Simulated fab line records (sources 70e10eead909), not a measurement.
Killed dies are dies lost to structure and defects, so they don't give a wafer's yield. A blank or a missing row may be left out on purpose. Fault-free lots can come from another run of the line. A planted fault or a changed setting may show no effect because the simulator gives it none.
Matching of chambers	flow nand-harc	NHARC_P_GATE_DESCUM_93 on rie-diel-11: 4 sister chambers
The step chemistry O2, time 3 s. 27 wafers are shown with their chamber, then 12 later ones without.

## WAFERS, EACH WITH ITS CHAMBER
wafer	chamber	showerhead-plenum-p-Torr (Torr)	oes-product-au (a.u.)	throttle-valve-pct (%)
L074.2	3	1.88	1.000	11.312
L074.3	2	1.87	0.967	11.306
L074.5	2	1.87	0.981	11.307
L075.2	1	1.94	1.000	11.300
L075.3	3	1.88	1.015	11.312
L075.4	2	1.87	0.975	11.306
L077.2	0	2.04	1.002	11.338
L077.3	3	1.88	1.017	11.322
L077.6	0	2.04	1.001	11.333
L076.1	1	1.94	0.995	11.322
L076.3	3	1.88	1.004	11.299
L076.6	0	2.04	0.989	11.312
L078.1	2	1.86	0.986	11.315
L078.3	1	1.94	0.999	11.324
L078.5	1	1.94	0.988	11.326
L080.4	1	1.94	1.005	11.305
L080.5	3	1.88	1.019	11.315
L080.6	2	1.86	0.992	11.320
L081.3	1	1.94	0.985	11.332
L081.4	2	1.86	0.984	11.326
L081.6	1	1.94	0.994	11.301
L084.3	0	2.04	1.005	11.321
L084.4	3	1.88	1.006	11.301
L084.6	1	1.94	0.984	11.316
L083.1	0	2.04	0.992	11.308
L083.2	2	1.86	0.985	11.305
L083.6	3	1.88	1.019	11.315

SIGNATURES, as means of the wafers listed above
reading	chamber 0	chamber 1	chamber 2	chamber 3	scatter within a chamber
showerhead-plenum-p-Torr	2.0400	1.9400	1.8643	1.8800	0.00273
oes-product-au	0.99780	0.99375	0.98143	1.01143	0.00771
throttle-valve-pct	11.32240	11.31575	11.31214	11.31086	0.0105
Rule: for each reading, subtract the chamber's mean from the wafer's reading, divide by that reading's scatter and square the result; add these up over the readings and take the root, which gives the wafer's distance from the chamber. The wafer belongs to the nearest chamber; if the next one is less than 2 further off, it can't be placed. How the scatter is found: for the shown wafers, subtract from each reading the mean of its chamber, square and add these, divide the total by (wafers less chambers), then take the root.

## WAFERS WHOSE CHAMBER IS MISSING
wafer	showerhead-plenum-p-Torr (Torr)	oes-product-au (a.u.)	throttle-valve-pct (%)
L087.4	1.86	0.974	11.327
L087.5	2.04	0.992	11.324
L087.6	1.94	0.999	11.318
L085.2	2.04	0.982	11.320
L085.3	1.86	0.974	11.313
L085.6	1.94	1.002	11.306
L090.3	1.93	0.982	11.327
L090.5	2.04	0.996	11.299
L090.6	1.88	0.999	11.311
L097.1	1.86	0.991	11.313
L097.3	2.03	0.988	11.302
L097.6	1.87	0.986	11.314

## WHICH CHAMBER EACH WENT THROUGH
wafer	from the rows above	in truth
L087.4	2	2
L087.5	0	0
L087.6	1	1
L085.2	0	0
L085.3	2	2
L085.6	1	1
L090.3	1	1
L090.5	0	0
L090.6	3	3
L097.1	2	2
L097.3	0	0
L097.6	2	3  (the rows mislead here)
Placed correctly: 11 of 12. Not placeable from these rows: 0. Placed wrongly: 1.
